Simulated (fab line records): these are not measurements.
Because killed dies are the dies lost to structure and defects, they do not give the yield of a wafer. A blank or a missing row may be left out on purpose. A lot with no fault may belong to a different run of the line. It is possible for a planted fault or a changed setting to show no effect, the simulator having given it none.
Split-lot experiment | flow n5 finfet | 39 wafers read across 7 lots, on a route 1938 steps long

## ON THE SPLIT
At N5_SPACER0_ALD_00 (deposits SiOCN, target thk 3.5 nm, pulse time 3 s, purge time 2 s), the setting ald cycles was moved away from the recipe's 58 on 15 of the 39 wafers read, by +15.5% to +58.6%. The other wafers ran this setting at the recipe's value.

Reading taken at the split's own step.

## THE READING
SiOCN_of_SPACER0_ALD_00.thk nm (the simulator's own value, which no gauge read), in nm, at N5_SPACER0_ALD_00 (deposits SiOCN, target thk 3.5 nm, pulse time 3 s, purge time 2 s). The file gives no usual value for it. The 24 wafers here that ran the recipe average 3.5 nm, standard deviation 0.099 nm.

wafer  | tool, chamber at the split | ald cycles as run | against the recipe | SiOCN_of_SPACER0_ALD_00.thk nm, nm | against lot-mates on the recipe
L079.1 | ald sin-03, 0,3,2          | 58                | recipe             | 3.6                                | -
L079.2 | ald sin-03, 0,3,2          | 58                | recipe             | 3.6                                | -
L079.4 | ald sin-03, 0,3,2          | 58                | recipe             | 3.6                                | -
L079.3 | ald sin-03, 1,2,3          | 92                | +58.6%             | 5.6                                | +2.0
L079.5 | ald sin-03, 1,2,3          | 92                | +58.6%             | 5.6                                | +2.0
L079.6 | ald sin-03, 1,2,3          | 92                | +58.6%             | 5.6                                | +2.0
L080.1 | ald sin-01, 2,3            | 58                | recipe             | 3.6                                | -
L080.2 | ald sin-01, 2,3            | 58                | recipe             | 3.6                                | -
L080.3 | ald sin-01, 1,0,3          | 86                | +48.3%             | 5.2                                | +1.7
L080.4 | ald sin-01, 1,0,3          | 86                | +48.3%             | 5.2                                | +1.7
L080.5 | ald sin-01, 1,0,3          | 86                | +48.3%             | 5.2                                | +1.7
L080.6 | ald sin-01, 2              | 58                | recipe             | 3.4                                | -
L081.1 | ald sin-03, 3,0            | 58                | recipe             | 3.4                                | -
L081.5 | ald sin-03, 3,0            | 58                | recipe             | 3.4                                | -
L081.2 | ald sin-03, 1              | 58                | recipe             | 3.6                                | -
L081.3 | ald sin-03, 0,1            | 71                | +22.4%             | 4.2                                | +0.7
L081.6 | ald sin-03, 0,1            | 71                | +22.4%             | 4.2                                | +0.7
L081.4 | ald sin-03, 2              | 71                | +22.4%             | 4.4                                | +0.9
L083.1 | ald sin-04, 0,1,3,0        | 58                | recipe             | 3.4                                | -
L083.4 | ald sin-04, 0,1,3,0        | 58                | recipe             | 3.4                                | -
L083.5 | ald sin-04, 0,1,3,0        | 58                | recipe             | 3.4                                | -
L083.6 | ald sin-04, 0,1,3,0        | 58                | recipe             | 3.4                                | -
L083.2 | ald sin-04, 2,3            | 58                | recipe             | 3.6                                | -
L083.3 | ald sin-04, 2,3            | 58                | recipe             | 3.6                                | -
L093.1 | ald sin-03, 1,2            | 91                | +56.9%             | 5.6                                | +2.1
L093.2 | ald sin-03, 1,2            | 91                | +56.9%             | 5.6                                | +2.1
L093.3 | ald sin-03, 3,0            | 58                | recipe             | 3.4                                | -
L093.4 | ald sin-03, 3,0            | 58                | recipe             | 3.4                                | -
L093.5 | ald sin-03, 2              | 58                | recipe             | 3.6                                | -
L093.6 | ald sin-03, 1              | 91                | +56.9%             | 5.4                                | +1.9
L094.1 | ald sin-01, 2,1,0          | 67                | +15.5%             | 4                                  | +0.6
L094.2 | ald sin-01, 2,1,0          | 67                | +15.5%             | 4                                  | +0.6
L094.4 | ald sin-01, 2,1,0          | 67                | +15.5%             | 4                                  | +0.6
L094.3 | ald sin-01, 3,0,1          | 58                | recipe             | 3.4                                | -
L094.5 | ald sin-01, 3,0,1          | 58                | recipe             | 3.4                                | -
L094.6 | ald sin-01, 3,0,1          | 58                | recipe             | 3.4                                | -
L096.1 | ald sin-01, 2,0            | 58                | recipe             | 3.4                                | -
L096.4 | ald sin-01, 2,0            | 58                | recipe             | 3.4                                | -
L096.3 | ald sin-01, 3              | 58                | recipe             | 3.6                                | -
The file does not say which wafer passed through which chamber wherever a row lists several chambers: such a row stands for several wafers.

FIT RESULTS
A straight line over all 39 wafers: SiOCN_of_SPACER0_ALD_00.thk nm changes by +0.0359 nm for each +1% of ald cycles; r = +0.99; the points scatter about the line by 0.089 nm.
The same after taking each lot's own level away (the mean of its wafers on the recipe; 39 wafers): +0.035 nm for each +1%; r = +0.99; scatter 0.082 nm.
The reading moves by 2.1 nm for the largest change in ald cycles, on that fit.
Across the lots, their own levels run from 3.40 to 3.60 nm, a range of 2.0 times the standard deviation given above.
So the lot-to-lot level changes the slope little: the two slopes agree.
Check: for one of the wafers moved furthest among these (+58.6%), held out of the fit, the line's prediction against its lot-mates is +2.07 nm. It came out at +2 nm against them.

## ADDITIONAL SPLITS CARRIED BY THESE WAFERS
Other splits were also applied to these wafers ahead of the reading. Each is held against what the fit with the lots' levels taken away leaves over:
other split on the same wafers | wafers away from the commonest value | r with SiOCN_of_SPACER0_ALD_00.thk nm (lot level and that fit taken away)
N5_ZERO_LAYER_PECVD_02 time s  | 18                                   | -0.08
N5_FIN_SAQP_HM_DEP_72 time s   | 9                                    | +0.36

## THE FILE'S OWN FIT
SiOCN_of_SPACER0_ALD_00.thk nm changes by +0.0351 nm for each +1% of ald cycles, r = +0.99.
